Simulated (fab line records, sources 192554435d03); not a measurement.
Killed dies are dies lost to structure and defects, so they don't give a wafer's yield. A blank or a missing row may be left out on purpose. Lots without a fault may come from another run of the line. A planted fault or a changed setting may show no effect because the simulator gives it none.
Split-lot experiment | flow n5_finfet | 7 lots, 21 wafers read, on a route of 1938 steps

THE SPLIT
At N5_BEOL_M4_COAT_22 (resist thk 30 nm), the setting spin_rpm was moved away from the recipe's 1500 rpm on 5 of the 21 wafers read, by -9.0% to +9.5%. The other wafers ran this setting at the recipe's value.

FROM THE SPLIT TO THE READING: what the file shows between them, 4 steps
- N5_BEOL_M4_EBR_24
- N5_BEOL_M4_SOFTBAKE_23: time 60 s
- N5_BEOL_M4_EXPOSE_25: exposes mask V3, defocus 5 nm
- N5_BEOL_M4_PEB_26: peb time 60 s

THE READING
CAR-EUV_of_BEOL_M4_COAT_22.thk_nm (the simulator's own value, which no gauge read), in nm, at N5_BEOL_M4_DEVELOP_27 (develop time 30 s). The file gives no usual value for it. The 16 wafers here that ran the recipe average 29.6 nm, standard deviation 0.097 nm.

wafer  | tool, chamber at the split | spin_rpm as run, rpm | against the recipe | CAR-EUV_of_BEOL_M4_COAT_22.thk_nm, nm | against lot-mates on the recipe
L076.1 | litho_track-04, 0          | 1500                 | recipe             | 29.6                                  | -
L076.5 | litho_track-04, 0          | 1500                 | recipe             | 29.6                                  | -
L076.6 | litho_track-04, 0          | 1500                 | recipe             | 29.6                                  | -
L078.1 | litho_track-04, 0          | 1500                 | recipe             | 29.6                                  | -
L078.4 | litho_track-04, 0          | 1500                 | recipe             | 29.6                                  | -
L078.2 | litho_track-04, 0          | 1365                 | -9.0%              | 31.2                                  | +1.6
L080.1 | litho_track-05, 0          | 1500                 | recipe             | 29.6                                  | -
L080.2 | litho_track-05, 0          | 1642                 | +9.5%              | 28.2                                  | -1.4
L080.5 | litho_track-05, 0          | 1642                 | +9.5%              | 28.2                                  | -1.4
L084.2 | litho_track-05, 0          | 1500                 | recipe             | 29.6                                  | -
L084.3 | litho_track-05, 0          | 1500                 | recipe             | 29.6                                  | -
L084.6 | litho_track-05, 0          | 1500                 | recipe             | 29.6                                  | -
L090.1 | litho_track-02, 0          | 1500                 | recipe             | 29.6                                  | -
L090.3 | litho_track-02, 0          | 1500                 | recipe             | 29.6                                  | -
L090.5 | litho_track-02, 0          | 1500                 | recipe             | 29.4                                  | -
L093.1 | litho_track-05, 0          | 1500                 | recipe             | 29.8                                  | -
L093.3 | litho_track-05, 0          | 1500                 | recipe             | 29.8                                  | -
L093.4 | litho_track-05, 0          | 1500                 | recipe             | 29.8                                  | -
L095.1 | litho_track-04, 0          | 1500                 | recipe             | 29.6                                  | -
L095.3 | litho_track-04, 0          | 1559                 | +3.9%              | 29                                    | -0.6
L095.6 | litho_track-04, 0          | 1559                 | +3.9%              | 29                                    | -0.6

THE FIT
A straight line over all 21 wafers: CAR-EUV_of_BEOL_M4_COAT_22.thk_nm changes by -0.159 nm for each +1% of spin_rpm; r = -0.99; the points scatter about the line by 0.097 nm.
The same after taking each lot's own level away (the mean of its wafers on the recipe; 21 wafers): -0.158 nm for each +1%; r = -0.99; scatter 0.06 nm.
On that fit, the largest move of spin_rpm shifts the reading by 1.5 nm.
The lots' own levels span 29.53 to 29.80 nm, that is 2.8 times the standard deviation above.
So the lot-to-lot level changes the slope little: the two slopes agree.
Check: with one of the wafers moved furthest among these (+9.5%) left out of the fit, the line predicts -1.51 nm for it against its lot-mates. It came out at -1.4 nm against them.

THE WHOLE CHAIN: every reading that the file lists as answering this split, in the file's order
step                  | what it does      | reading                                                                            | change (the file's fit)               | r (the file's)
N5_BEOL_M4_COAT_22    | resist thk 30 nm  | CAR-EUV_of_BEOL_M4_COAT_22.thk_nm (the simulator's own value, which no gauge read) | -0.147 nm for each +1% of the setting | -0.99
N5_BEOL_M4_DEVELOP_27 | develop time 30 s | CAR-EUV_of_BEOL_M4_COAT_22.thk_nm (the simulator's own value, which no gauge read) | -0.161 nm for each +1% of the setting | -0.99

THE FILE'S OWN FIT
CAR-EUV_of_BEOL_M4_COAT_22.thk_nm changes by -0.161 nm for each +1% of spin_rpm, r = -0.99.
